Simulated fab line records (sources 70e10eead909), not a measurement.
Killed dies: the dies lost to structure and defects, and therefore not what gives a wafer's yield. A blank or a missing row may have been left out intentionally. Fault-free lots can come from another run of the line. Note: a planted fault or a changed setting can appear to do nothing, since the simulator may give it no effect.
Struck lot and sound lot, side by side :: flow nandHarc :: 10 steps out of a route of 1302
Sound: these wafers, L116.3, L116.4, L116.6. Struck: wafer L124.1 (left out: L124.2, L124.3 of the same lot, which were not struck); the cause appears at the end.
Order at every step that has rows: each side's tool, ch and its chambers, its first start. Under that, the readings that differ: sound wafers :: struck wafers :: difference of the means :: sigmas: that difference in standard deviations of wafers without a fault.
alike: readings whose means differ by less than 2 such deviations, and words and numbers that are the same on both sides. not compared: withheld readings, readings that some wafer has no value for, bounds like >300 that may hide the same value, and numbers for which the record gives no deviation and whose values overlap.
The two part at a step that has a row with sigmas, a row that says differs or no value, or rows on one side only. Numbers that have no deviation but don't overlap get no sigmas and don't part them. Lack of a reading on every wafer of one side parts them only where that side has two or more wafers.

first, 1 step without rows for these wafers: NHARC_A_WL_FILL_CVD_23 (deposits poly-Si, target thk 40 nm, time 800 s).
NHARC_A_WL_FILL_ETCHBACK_26: etches the open film in HBr, target depth 52 nm, time 13.3 s.
  sound on rieSi-01 ch 1,3, day 22 04:49; struck on rieSi-01 ch 1, day 25 14:52
  alike: drypumpMotorCurrentA, oesProductAu, throttleValvePct
  not compared: rfHoursCounterH
then, 2 steps without rows for these wafers: NHARC_A_WL_FILL_PRECLEAN_30 (cleans in dHF, time 10 s); NHARC_A_WL_FILL_SRD_14.
NHARC_A_WL_FILL_ALD_19: deposits TiN, target thk 2 nm, pulse time 3 s, ald cycles 100.
  sound on aldMetal-04 ch 0,1, day 22 05:05; struck on aldMetal-02 ch 2, day 25 15:09
  alike: heaterPowerW, precursorPulseHeightRel
  not compared: susceptorTempC
NHARC_A_WL_FILL_CVD_20: deposits W, target thk 100 nm, time 74 s.
  sound: cvdW-02 ch 0,1; struck: cvdW-01 ch 0
reading: susceptorTempC (C)
sound: - - -
struck: 400.22
difference: no value on the sound wafers
sigmas: 
  alike: heaterPowerW, throttleValvePct
NHARC_A_WL_FILL_CMP_12: polishes, t overpolish 30 s, target thk 100 nm.
  sound on cmp-01 ch 2,3, day 22 05:28; struck on cmp-02 ch 3, day 25 15:31
  alike: motorCurrentA, overpolishRunS, timeToEndpointS
after that, 1 step had no rows for these wafers: NHARC_A_WL_FILL_SRD_31.
NHARC_A_WL_FILL_INSPECT_15:
  struck on defectInspect-02, day 25 16:01; sound on defectInspect-02, day 22 05:57
  alike: rawDefectCount
NHARC_A_CONTACT_DEP_24: deposits SiO2, target thk 500 nm.
  sound on pecvd-02 ch 0,1,2, day 22 06:01; struck on pecvd-04 ch 0, day 25 16:23
reading: rfFwdPowerW (W)
sound: 902.1 896.4 897.9
struck: 1260.6
difference: +361.8
sigmas: +99 or more

reading: showerheadVppV (V)
sound: 1687 2028 2018
struck: 2330
difference: +419
sigmas: +3
  alike: heaterPowerW, susceptorTempC, throttleValvePct

== WHERE THEY PART ==
Last at NHARC_A_CONTACT_DEP_24 as far as this record goes, first at NHARC_A_WL_FILL_CVD_20.

WHY: the cause the simulator had injected
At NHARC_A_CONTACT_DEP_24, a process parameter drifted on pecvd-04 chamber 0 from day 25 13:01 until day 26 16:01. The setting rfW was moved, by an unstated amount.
